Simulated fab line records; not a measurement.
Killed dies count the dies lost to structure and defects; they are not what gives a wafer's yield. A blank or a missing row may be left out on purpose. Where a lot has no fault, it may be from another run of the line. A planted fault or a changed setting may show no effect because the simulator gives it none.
What tool caused it? | flow nandHarc | Sampling: 12 lots, 36 wafers, 6 of 1302 route steps

== WHAT THE GAUGES READ, wafer by wafer ==
NHARC_P_BONDPAD_THK_MEAS_20: measures by xrf. Usual: thkNm 161.0 nm, standard deviation 1.4.
lot  | measured     | on           | thkNm (nm)        | flag
L745 | day 6 12:53  | filmMetro-01 | 159.3 157.2 162.7 | 
L747 | day 7 06:11  | filmMetro-01 | 159.8 160.3 161.3 | 
L746 | day 7 07:00  | filmMetro-02 | 158.0 160.7 161.8 | 
L748 | day 7 19:17  | filmMetro-02 | 160.3 161.3 160.5 | 
L752 | day 9 17:56  | filmMetro-01 | 160.6 161.5 163.5 | 
L755 | day 10 21:47 | filmMetro-02 | 163.6 161.8 162.3 | 
L758 | day 11 23:19 | filmMetro-02 | 162.5 162.3 160.0 | 
L761 | day 13 10:25 | filmMetro-02 | 160.5 160.5 161.4 | 
L764 | day 14 18:18 | filmMetro-01 | 159.9 162.8 161.8 | 
L765 | day 14 23:24 | filmMetro-02 | 160.0 161.2 160.1 | 
L766 | day 15 11:10 | filmMetro-02 | 160.2 161.0 161.4 | 
L767 | day 15 19:47 | filmMetro-01 | 161.0 159.0 162.1 | 

NHARC_A_ONON_D1_THK_MEAS_14: measures by ellipsometry. Usual: thkNm 1000 nm, standard deviation 11.
lot  | measured     | on           | thkNm (nm)     | flag
L745 | day 7 14:46  | filmMetro-01 | 999 997 998    | 
L747 | day 8 08:07  | filmMetro-01 | 996 997 997    | 
L746 | day 8 08:08  | filmMetro-02 | 1009 1008 1006 | 
L748 | day 8 23:51  | filmMetro-02 | 997 998 997    | 
L752 | day 10 20:04 | filmMetro-01 | 1001 1000 1001 | 
L755 | day 12 00:52 | filmMetro-02 | 1535 1534 1531 | OFF
L758 | day 13 01:07 | filmMetro-01 | 1526 1526 1526 | OFF
L761 | day 14 12:40 | filmMetro-01 | 994 993 993    | 
L764 | day 15 20:07 | filmMetro-01 | 999 998 999    | 
L765 | day 16 01:28 | filmMetro-02 | 1006 1009 1008 | 
L766 | day 16 12:21 | filmMetro-02 | 984 985 986    | 
L767 | day 16 21:54 | filmMetro-01 | 987 986 987    | 

NHARC_END_SORT_01. Usual: killedAtArray 55, standard deviation 15; killedAtOther 1.0, standard deviation 1.2; killedAtPeriphery 3.4, standard deviation 2.2; killedDies 59, standard deviation 15; killedOpen 3.2, standard deviation 2; killedShort 2.5, standard deviation 1.7.
lot  | measured     | on        | killedAtArray | killedAtOther | killedAtPeriphery | killedDies  | killedOpen | killedShort | flag
L755 | day 29 05:34 | prober-01 | 671 673 673   | 0 0 0         | 6 4 4             | 677 677 677 | 2 1 0      | 6 1 1       | OFF
L758 | day 29 19:01 | prober-02 | 671 676 673   | 1 0 2         | 5 1 2             | 677 677 677 | 5 1 1      | 3 2 3       | OFF

== WHICH TOOL RAN EACH LOT (tool, then ch and the chambers of the sampled wafers, then the start) ==
lot  | NHARC_A_ZERO_WELL_ETCH_19         | NHARC_A_ZERO_WELL_RTA_16        | NHARC_A_ONON_D1_DEP_12
L745 | rieDiel-04 ch 0,2,3, day 6 14:40  | rtpAnneal-02 ch 0, day 6 15:43  | pecvdOnon-04 ch 0, day 7 14:16
L747 | rieDiel-12 ch 1,2,3, day 7 07:57  | rtpAnneal-01 ch 0, day 7 08:58  | pecvdOnon-02 ch 0, day 8 07:37
L746 | rieDiel-12 ch 0,3, day 7 08:46    | rtpAnneal-01 ch 0, day 7 09:47  | pecvdOnon-03 ch 0, day 8 07:38
L748 | rieDiel-12 ch 1,2,3, day 7 21:03  | rtpAnneal-01 ch 0, day 7 22:04  | pecvdOnon-04 ch 0, day 8 23:20
L752 | rieDiel-12 ch 0,3, day 9 19:41    | rtpAnneal-01 ch 0, day 9 20:47  | pecvdOnon-04 ch 0, day 10 19:43
L755 | rieDiel-12 ch 1,3, day 10 23:33   | rtpAnneal-02 ch 0, day 11 00:34 | pecvdOnon-04 ch 0, day 12 00:22
L758 | rieDiel-12 ch 2,3, day 12 01:04   | rtpAnneal-01 ch 0, day 12 02:11 | pecvdOnon-04 ch 0, day 13 00:47
L761 | rieDiel-12 ch 0,1,3, day 13 12:14 | rtpAnneal-02 ch 0, day 13 13:19 | pecvdOnon-02 ch 0, day 14 12:10
L764 | rieDiel-12 ch 1,3, day 14 20:05   | rtpAnneal-01 ch 0, day 14 21:07 | pecvdOnon-03 ch 0, day 15 19:40
L765 | rieDiel-12 ch 1,2,3, day 15 01:02 | rtpAnneal-01 ch 0, day 15 02:04 | pecvdOnon-03 ch 0, day 16 00:58
L766 | rieDiel-04 ch 1,2,3, day 15 12:47 | rtpAnneal-01 ch 0, day 15 13:50 | pecvdOnon-04 ch 0, day 16 11:54
L767 | rieDiel-12 ch 0,1, day 15 21:26   | rtpAnneal-02 ch 0, day 15 22:29 | pecvdOnon-04 ch 0, day 16 21:27
- NHARC_A_ZERO_WELL_ETCH_19: etches the open film in N2/H2, target depth 80 nm, overetch 24 nm, time 87.88 s.
- NHARC_A_ZERO_WELL_RTA_16: time 10 s.
- NHARC_A_ONON_D1_DEP_12: target thk 1000 nm.

== WHAT THE TOOLS THEMSELVES READ (means of the sampled wafers that have a number; where no wafer has one, the mark that the record gives instead) ==
NHARC_A_ZERO_WELL_ETCH_19. Usual: drypumpMotorCurrentA 5.9 A, standard deviation 0.32; oesProductAu 1.002 a.u., standard deviation 0.011; rfVppV 432 V, standard deviation 3.6; showerheadPlenumPTorr 2.09 Torr, standard deviation 0.13; throttleValvePct 14.172 %, standard deviation 0.009.
lot  | tool       | drypumpMotorCurrentA (A) | oesProductAu (a.u.) | rfVppV (V) | showerheadPlenumPTorr (Torr) | throttleValvePct (%) | flag
L745 | rieDiel-04 | 6.2                      | 1.000               | 430        | 2.02                         | 14.165               | 
L747 | rieDiel-12 | 5.8                      | 1.002               | 431        | 2.08                         | 14.173               | 
L746 | rieDiel-12 | 6.0                      | 1.001               | 433        | 2.11                         | 14.179               | 
L748 | rieDiel-12 | 5.8                      | 1.001               | 431        | 2.08                         | 14.171               | 
L752 | rieDiel-12 | 6.1                      | 1.007               | 429        | 2.00                         | 14.169               | 
L755 | rieDiel-12 | 6.0                      | 1.006               | 429        | 1.99                         | 14.165               | 
L758 | rieDiel-12 | 6.0                      | 0.998               | 428        | 1.99                         | 14.165               | 
L761 | rieDiel-12 | 5.9                      | 1.001               | 432        | 2.10                         | 14.178               | 
L764 | rieDiel-12 | 6.0                      | 1.005               | 429        | 1.99                         | 14.163               | 
L765 | rieDiel-12 | 5.8                      | 1.006               | 431        | 2.08                         | 14.172               | 
L766 | rieDiel-04 | 6.5                      | 1.008               | 428        | 1.97                         | 14.174               | 
L767 | rieDiel-12 | 5.7                      | 1.004               | 434        | 2.19                         | 14.171               | 

NHARC_A_ZERO_WELL_RTA_16. Usual: annealTempCMax 1005.4, standard deviation 2.5; lampPowerPct 30.0 %, standard deviation 1.2; lamp_zone_6_pct 29.9 %, standard deviation 1.2; wafer_temp_C_max 1004.5, standard deviation 1.5.
lot  | tool         | annealTempCMax | lampPowerPct (%) | lamp_zone_6_pct (%) | wafer_temp_C_max | flag
L745 | rtpAnneal-02 | 1003.4         | 28.8             | 28.7                | 1006.0           | 
L747 | rtpAnneal-01 | 1008.0         | 31.2             | 31.2                | 1002.9           | 
L746 | rtpAnneal-01 | 1009.0         | 31.3             | 31.2                | 1003.8           | 
L748 | rtpAnneal-01 | 1007.7         | 31.3             | 31.2                | 1003.6           | 
L752 | rtpAnneal-01 | 1006.8         | 31.2             | 31.1                | 1003.6           | 
L755 | rtpAnneal-02 | 1003.1         | 28.8             | 28.7                | 1005.6           | 
L758 | rtpAnneal-01 | 1007.9         | 31.2             | 31.2                | 1003.9           | 
L761 | rtpAnneal-02 | 1002.9         | 28.8             | 28.7                | 1005.9           | 
L764 | rtpAnneal-01 | 1007.6         | 31.2             | 31.2                | 1003.1           | 
L765 | rtpAnneal-01 | 1006.5         | 31.2             | 31.1                | 1003.0           | 
L766 | rtpAnneal-01 | 1008.6         | 31.3             | 31.2                | 1003.8           | 
L767 | rtpAnneal-02 | 1003.4         | 28.8             | 28.8                | 1006.0           | 

== THE ANSWER, worked out from the rows above alone ==
Rule: a lot is off if the mean of its wafers that have a number lies more than 3 standard deviations from the usual mean. A lot without any number at a reading at which 4 lots or more have one is off too. All remaining lots with rows at the step are treated as sound. First the gauges in route order, then the tools' own readings, where a lot's mean is used as printed above. At the first step where some lot is off, the reading lying furthest off is the one used; lots without a number count as furthest.
Off: L755, L758 (NHARC_A_ONON_D1_THK_MEAS_14, thkNm).
If a tool, at a process step before that reading, ran all the lots that are off and no sound lot after the first of them, it fits. The gauges at NHARC_A_ONON_D1_THK_MEAS_14 aren't tried: what is off there is off at NHARC_END_SORT_01 too, on other tools, and a gauge's error can't cause that. Of those tried, none fits.

== WHAT THE SIMULATOR PUT IN ==
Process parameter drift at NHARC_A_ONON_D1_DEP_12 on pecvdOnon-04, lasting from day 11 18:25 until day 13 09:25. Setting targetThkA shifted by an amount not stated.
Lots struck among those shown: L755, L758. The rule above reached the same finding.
